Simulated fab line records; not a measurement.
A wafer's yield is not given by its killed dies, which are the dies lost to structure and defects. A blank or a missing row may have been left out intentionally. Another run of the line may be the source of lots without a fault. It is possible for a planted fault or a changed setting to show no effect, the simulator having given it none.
Struck lot and sound lot, side by side    flow nandHarc    14 steps out of a route of 1302
Sound: wafers L571.3, L571.4, L571.6. Struck: wafer L583.5. (L583.1, L583.6 of the same lot were not struck and are left out.) The cause comes at the end.
At each step with rows: each side's tool, then ch and its chambers, then its first start. Under that, the readings that differ: sound wafers    struck wafers    difference of the means    sigmas: that difference in standard deviations of wafers without a fault.
alike: readings with means less than 2 such deviations apart, plus words and numbers identical on both sides. not compared: withheld readings, readings lacking a value on some wafer, bounds such as >300 that could conceal the same value, and numbers that have no deviation in the record and whose values overlap.
Wherever a step has rows on one side only, a row that says differs or no value, or a row with sigmas, the two part there. Non-overlapping numbers with no deviation appear without sigmas and do not part them. A reading missing from all wafers of one side parts the sides only when that side holds two or more wafers.

first, 4 steps without rows for these wafers: NHARC_A_WL_FILL_STRIP_28 (strips in post etch residue remover, time 1200 s); NHARC_A_WL_FILL_PRECLEAN_06 (cleans in DIW, time 300 s); NHARC_A_WL_FILL_SRD_07; NHARC_A_WL_FILL_ANNEAL_08 (time 1800 s).
NHARC_A_WL_FILL_ALD_10: deposits SiO2, target thk 50 nm, pulse time 10 s, ald cycles 500.
  sound on aldHk-03 ch 0,1,2, day 23 22:36; struck on aldHk-04 ch 3, day 28 12:10
  alike: heaterPowerW, precursorPulseHeightRel
NHARC_A_WL_FILL_ETCHBACK_16: etches the open film in C4F8/O2/Ar, target depth 120 nm, time 24 s.
  sound: rieDiel-01 ch 1,3; struck: rieDiel-01 ch 2
reading              sound           struck  difference  sigmas
oesProductAu (a.u.)  0.94 0.93 0.92  1.00    +0.07       +2
rfVppV (V)           725 726 727     716     -10         -3
  alike: biasW, rfFwdPowerW, runLengthS
  not compared: rfHoursCounterH
NHARC_A_WL_FILL_STRIP_29: strips in O2, time 20 s.
  sound on rieDiel-01 ch 0,2, day 24 02:17; struck on rieDiel-01 ch 1, day 28 14:52
reading                       sound           struck  difference  sigmas
drypumpMotorCurrentA (A)      4.8 5.7 5.7     6.3     +0.9        +2
showerheadPlenumPTorr (Torr)  3.52 3.31 3.31  3.62    +0.24       +2
  alike: oesProductAu, rfVppV, throttleValvePct
  not compared: rfHoursCounterH
NHARC_A_WL_FILL_ETCHBACK_17: etches the open film in Cl2/BCl3, target depth 4 nm, time 26.7 s.
  sound on rieMetal-01 ch 0,1, day 24 02:25; struck on rieMetal-02 ch 0, day 28 14:58
reading              sound              struck  difference  sigmas
oesProductAu (a.u.)  1.023 1.018 1.021  0.993   -0.028      -2
runLengthS (s)       48.3 48.3 48.6     46.9    -1.5        -3
  alike: drypumpMotorCurrentA
  not compared: rfHoursCounterH
then, 3 steps without rows for these wafers: NHARC_A_WL_FILL_PRECLEAN_18 (cleans in dHF, time 30 s); NHARC_A_WL_FILL_SRD_21; NHARC_A_WL_FILL_CVD_23 (deposits poly-Si, target thk 40 nm, time 800 s).
NHARC_A_WL_FILL_ETCHBACK_26: etches the open film in HBr, target depth 52 nm, time 13.3 s.
  sound on rieSi-05 ch 0,3, day 24 07:35; struck on rieSi-04 ch 0, day 28 19:20
reading         sound           struck  difference  sigmas
runLengthS (s)  34.6 34.0 34.0  30.8    -3.4        -9
  alike: drypumpMotorCurrentA, oesProductAu, throttleValvePct
  not compared: biasW, rfFwdPowerW, rfHoursCounterH
then, 1 step without rows for these wafers: NHARC_A_WL_FILL_PRECLEAN_30 (cleans in dHF, time 10 s).
-- jump in the record: it breaks off in module A_WL_FILL and resumes in module END (first step shown: number 1302 of the route), and 3 days separate the struck wafers' starts before and after --
NHARC_END_SORT_01:
  the record has rows for the struck wafers here (prober-01 ch 0, day 32 06:45) and none for the sound ones

== WHERE THEY PART ==
Last at NHARC_END_SORT_01 as far as this record goes, first at NHARC_A_WL_FILL_ETCHBACK_16.

WHY: whatever the simulator had introduced
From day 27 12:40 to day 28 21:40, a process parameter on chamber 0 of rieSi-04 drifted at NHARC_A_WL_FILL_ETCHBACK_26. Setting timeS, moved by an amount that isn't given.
